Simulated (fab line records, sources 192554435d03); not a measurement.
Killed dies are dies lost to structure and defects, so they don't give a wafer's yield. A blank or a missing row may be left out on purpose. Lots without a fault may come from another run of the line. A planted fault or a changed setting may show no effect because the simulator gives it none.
Which tool did it? | flow n5_finfet | 24 lots, 72 wafers sampled, at 3 steps of a route of 1938

WHAT THE GAUGES READ, wafer by wafer
N5_BEOL_M12_CD_MEAS_17: target cd 140 nm. Usual: cd_nm 141.0 nm, standard deviation 1.4.
lot  | measured     | on        | cd_nm (nm)        | flag
L074 | day 10 12:26 | cd_sem-02 | 143.2 142.4 141.9 |
L075 | day 10 13:04 | cd_sem-03 | 142.5 143.1 141.0 |
L076 | day 10 16:49 | cd_sem-01 | 139.6 140.4 139.8 |
L077 | day 11 10:41 | cd_sem-03 | 139.0 140.4 139.8 |
L078 | day 11 19:44 | cd_sem-03 | 140.0 141.4 141.3 |
L079 | day 12 03:33 | cd_sem-03 | 139.3 140.7 139.3 |
L080 | day 12 05:42 | cd_sem-03 | 140.9 141.9 141.3 |
L081 | day 12 17:47 | cd_sem-01 | 141.5 139.5 140.5 |
L082 | day 12 22:16 | cd_sem-03 | 141.8 142.9 140.6 |
L083 | day 13 01:44 | cd_sem-03 | 140.5 141.5 141.2 |
L086 | day 13 02:01 | cd_sem-03 | 140.6 138.8 141.1 |
L084 | day 13 09:29 | cd_sem-03 | 139.4 140.2 141.3 |
L085 | day 13 10:22 | cd_sem-01 | 143.8 140.5 139.7 |
L087 | day 13 16:50 | cd_sem-03 | 140.7 140.9 139.7 |
L088 | day 14 07:24 | cd_sem-03 | 143.0 142.3 140.4 |
L089 | day 14 07:52 | cd_sem-01 | 140.6 141.9 140.8 |
L091 | day 14 13:28 | cd_sem-02 | 143.1 142.2 142.8 |
L092 | day 14 19:51 | cd_sem-02 | 139.4 139.2 140.3 |
L090 | day 14 20:26 | cd_sem-02 | 139.1 140.3 139.1 |
L094 | day 15 18:55 | cd_sem-02 | 139.7 143.4 143.3 |
L096 | day 16 01:51 | cd_sem-02 | 140.4 141.4 138.4 |
L097 | day 16 02:22 | cd_sem-03 | 140.6 142.4 143.1 |
L095 | day 16 02:49 | cd_sem-03 | 142.2 142.9 142.6 |
L093 | day 16 02:53 | cd_sem-03 | 141.5 141.3 142.2 |

N5_BEOL_M12_OVL_MEAS_29. Usual: M12_OVL 2 nm, standard deviation 5.1.
lot  | measured     | on         | M12_OVL (nm) | flag
L074 | day 10 12:57 | overlay-01 | -1 -7 -3     |
L075 | day 10 13:25 | overlay-02 | 7 10 7       |
L076 | day 10 17:11 | overlay-02 | -8 -4 -1     |
L077 | day 11 11:02 | overlay-01 | -7 8 1       |
L078 | day 11 20:13 | overlay-02 | 11 2 2       |
L079 | day 12 04:02 | overlay-02 | 4 3 4        |
L080 | day 12 06:11 | overlay-01 | 11 11 4      |
L081 | day 12 18:09 | overlay-01 | 9 3 2        |
L082 | day 12 22:37 | overlay-02 | 1 6 7        |
L083 | day 13 02:06 | overlay-02 | 3 7 1        |
L086 | day 13 02:30 | overlay-02 | -4 -5 0      |
L084 | day 13 09:50 | overlay-02 | -3 8 -5      |
L085 | day 13 10:50 | overlay-01 | 2 7 3        |
L087 | day 13 17:19 | overlay-02 | -2 1 -5      |
L088 | day 14 07:47 | overlay-01 | -7 5 0       |
L089 | day 14 08:20 | overlay-02 | 12 2 16      |
L091 | day 14 13:50 | overlay-01 | -4 0 7       |
L092 | day 14 20:20 | overlay-02 | -3 1 -4      |
L090 | day 14 20:49 | overlay-01 | 8 8 1        |
L094 | day 15 19:24 | overlay-01 | 9 3 7        |
L096 | day 16 02:20 | overlay-02 | 5 1 -2       |
L097 | day 16 02:51 | overlay-02 | 1 -1 -7      |
L095 | day 16 03:11 | overlay-02 | 7 1 7        |
L093 | day 16 03:22 | overlay-01 | 6 2 -1       |

N5_BEOL_M13_CD_MEAS_17: target cd 190 nm. Usual: cd_nm 190.0 nm, standard deviation 1.2.
lot  | measured     | on        | cd_nm (nm)        | flag
L074 | day 10 18:43 | cd_sem-02 | 189.9 191.5 191.3 |
L075 | day 10 20:17 | cd_sem-01 | 190.7 189.8 190.4 |
L076 | day 10 23:09 | cd_sem-01 | 190.9 189.5 187.9 |
L077 | day 11 17:23 | cd_sem-01 | 191.1 191.1 190.9 |
L078 | day 12 00:03 | cd_sem-03 | 192.2 192.3 192.2 |
L079 | day 12 07:46 | cd_sem-01 | 190.7 189.6 190.9 |
L080 | day 12 13:46 | cd_sem-03 | 189.8 189.8 189.9 |
L081 | day 12 22:13 | cd_sem-02 | 189.4 190.0 190.2 |
L082 | day 13 03:52 | cd_sem-02 | 190.3 188.1 191.1 |
L083 | day 13 08:28 | cd_sem-03 | 187.4 186.1 187.5 |
L086 | day 13 09:11 | cd_sem-01 | 189.2 189.5 189.1 |
L084 | day 13 13:53 | cd_sem-03 | 187.8 187.6 189.8 |
L085 | day 13 15:01 | cd_sem-01 | 188.8 188.5 189.5 |
L087 | day 14 03:47 | cd_sem-01 | 189.8 189.1 188.6 |
L088 | day 14 12:53 | cd_sem-03 | 190.5 191.2 190.1 |
L089 | day 14 13:02 | cd_sem-02 | 190.6 190.6 189.9 |
L091 | day 14 23:23 | cd_sem-01 | 189.2 191.3 189.3 |
L092 | day 15 02:10 | cd_sem-01 | 189.3 192.2 191.4 |
L090 | day 15 02:27 | cd_sem-02 | 190.0 189.7 189.5 |
L094 | day 16 01:09 | cd_sem-02 | 189.1 189.2 190.6 |
L096 | day 16 07:07 | cd_sem-03 | 192.1 189.8 192.3 |
L097 | day 16 07:59 | cd_sem-02 | 189.8 191.2 190.9 |
L095 | day 16 08:36 | cd_sem-02 | 190.8 191.5 190.6 |
L093 | day 16 09:26 | cd_sem-02 | 190.5 188.8 189.8 |

WHICH TOOL RAN EACH LOT (tool, then ch and the chambers of the sampled wafers, then the start)
The record holds no process step before these readings.

WHAT THE TOOLS THEMSELVES READ (means of the sampled wafers that have a number; where no wafer has one, the mark that the record gives instead)
The record holds no such reading with a usual standard deviation.

THE ANSWER, worked out from the rows above alone
Rule: a lot is off if the mean of its wafers that have a number lies more than 3 standard deviations from the usual mean. A lot without any number at a reading at which 4 lots or more have one is off too. The other lots that the step has rows for count as sound. The gauges are gone through in route order, then the tools' own readings, and for those a lot's mean is taken as printed above. The first step at which some lot is off is used, and at that step the reading that is off furthest; a lot without a number counts as furthest.
No lot is off at any reading shown: from this, nothing can be told.

WHAT THE SIMULATOR HAD PUT IN
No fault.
